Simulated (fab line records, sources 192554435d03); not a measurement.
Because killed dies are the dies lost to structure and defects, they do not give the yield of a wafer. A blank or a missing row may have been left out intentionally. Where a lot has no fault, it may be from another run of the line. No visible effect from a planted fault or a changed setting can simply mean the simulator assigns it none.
One fault through the eyes of 2 desks ; flow n5-finfet ; what lay behind the numbers comes last; until then each desk has only its own

TOOL OWNER'S DESK, rie-diel-02
The tool's own readings at N5_BEOL_M14_ETCH_59 (etches BARC in N2/H2, target depth 89 nm, overetch 26.7 nm, time 67.9 s): means of the sampled wafers that have a number, for each lot that ran on this tool. If a lot's mean is further than 4 standard deviations from the usual mean, the lot is out of limits and carries the mark OUT (the distance appears in the brackets).
Columns: A = drypump-motor-current-A at N5_BEOL_M14_ETCH_59, usual 5.9 A; B = n2-flow-sccm at N5_BEOL_M14_ETCH_59, usual 200.0 sccm; C = oes-product-au at N5_BEOL_M14_ETCH_59, usual 0.71 a.u.; D = rf-vpp-V at N5_BEOL_M14_ETCH_59, usual 525.2 V; E = run-length-s at N5_BEOL_M14_ETCH_59, usual 91.1 s; F = showerhead-plenum-p-Torr at N5_BEOL_M14_ETCH_59, usual 2.59 Torr; G = throttle-valve-pct at N5_BEOL_M14_ETCH_59, usual 17.76 %
lot;first seen here;A;B;C;D;E;F;G
L982;day 13 00:57;5.9;199.7;0.74;525.5;91.5;2.58;17.74
L986;day 13 06:51;5.7;200.3;0.76;524.4;91.3;2.55;17.81
L990;day 14 19:54;6.3;200.5;0.71;525.7;91.2;2.60;17.70
L996;day 17 02:11;6.4;200.0;0.71;523.9;93.1;2.54;17.80
This desk's verdict: no lot among the 4 shows anything out of limits.

AT THE METROLOGY DESK
What the gauges read for every lot (on any tool): the sampled wafers with a number, averaged. If a lot's mean is further than 4 standard deviations from the usual mean, the lot is out of limits and carries the mark OUT (the distance appears in the brackets).
Columns: A = M13_THK at N5_BEOL_M13_THK_MEAS_50, usual 419 nm
lot;first seen here;A
L980;day 12 05:14;427
L983;day 12 22:46;425
L982;day 13 00:07;428
L986;day 13 06:00;422
L988;day 14 07:50;422
L990;day 14 18:41;419
L996;day 17 01:08;418
L999;day 17 04:45;418
L101;day 17 06:26;413
L100;day 18 00:29;420
L102;day 18 07:33;410
This desk's verdict: no lot among the 11 shows anything out of limits.

PUT TOGETHER
Nothing out of limits was seen by the tool owner's desk.
The metrology desk saw nothing out of limits.

WHAT THE SIMULATOR HAD PUT IN
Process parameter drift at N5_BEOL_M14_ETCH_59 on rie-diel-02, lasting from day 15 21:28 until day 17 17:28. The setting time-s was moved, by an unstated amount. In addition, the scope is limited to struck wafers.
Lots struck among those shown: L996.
